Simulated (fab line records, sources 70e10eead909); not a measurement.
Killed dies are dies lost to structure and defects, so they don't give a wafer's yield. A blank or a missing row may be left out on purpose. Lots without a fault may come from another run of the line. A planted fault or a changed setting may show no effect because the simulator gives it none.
Chamber matching | flow nand_harc | NHARC_P_M0_ETCH_34 on rie_diel-09: 4 sister chambers
The step etches the open film in N2/H2, target depth 40 nm, overetch 12 nm, time 43.94 s. 4 wafers are shown with their chamber, then 10 later ones without.

WAFERS WITH THEIR CHAMBER
wafer  | chamber | showerhead_plenum_p_Torr (Torr)
L969.1 | 0       | 1.95
L977.4 | 2       | 2.08
L981.2 | 3       | 1.89
L981.3 | 1       | 2.16

WAFERS WITHOUT THEIR CHAMBER
wafer  | showerhead_plenum_p_Torr (Torr)
L981.5 | 1.89
L980.1 | 2.16
L980.4 | 1.94
L980.6 | 1.89
L982.3 | 1.89
L982.4 | 2.08
L982.5 | 1.89
L983.1 | 2.16
L983.2 | 1.89
L983.3 | 2.08

WHICH CHAMBER EACH WENT THROUGH
wafer  | from the rows above | in truth
L981.5 | 3                   | 3
L980.1 | 1                   | 1
L980.4 | 0                   | 0
L980.6 | 3                   | 3
L982.3 | 3                   | 3
L982.4 | 2                   | 2
L982.5 | 3                   | 3
L983.1 | 1                   | 1
L983.2 | 3                   | 3
L983.3 | 2                   | 2
Placed correctly: 10 of 10. Can't be placed from these rows: 0. Placed wrongly: 0.
How it was worked out, from the rows above alone: a wafer's distance from a chamber is the root of the sum, over the readings, of the square of ((its reading less the chamber's mean) divided by the reading's scatter). The wafer belongs to the nearest chamber; if the next one is less than 2 further off, it can't be placed. A chamber's mean is the mean of its shown wafers. The scatter: with one shown wafer a chamber, the root of the mean of the squares of how far each hidden wafer lies from its nearest shown one.
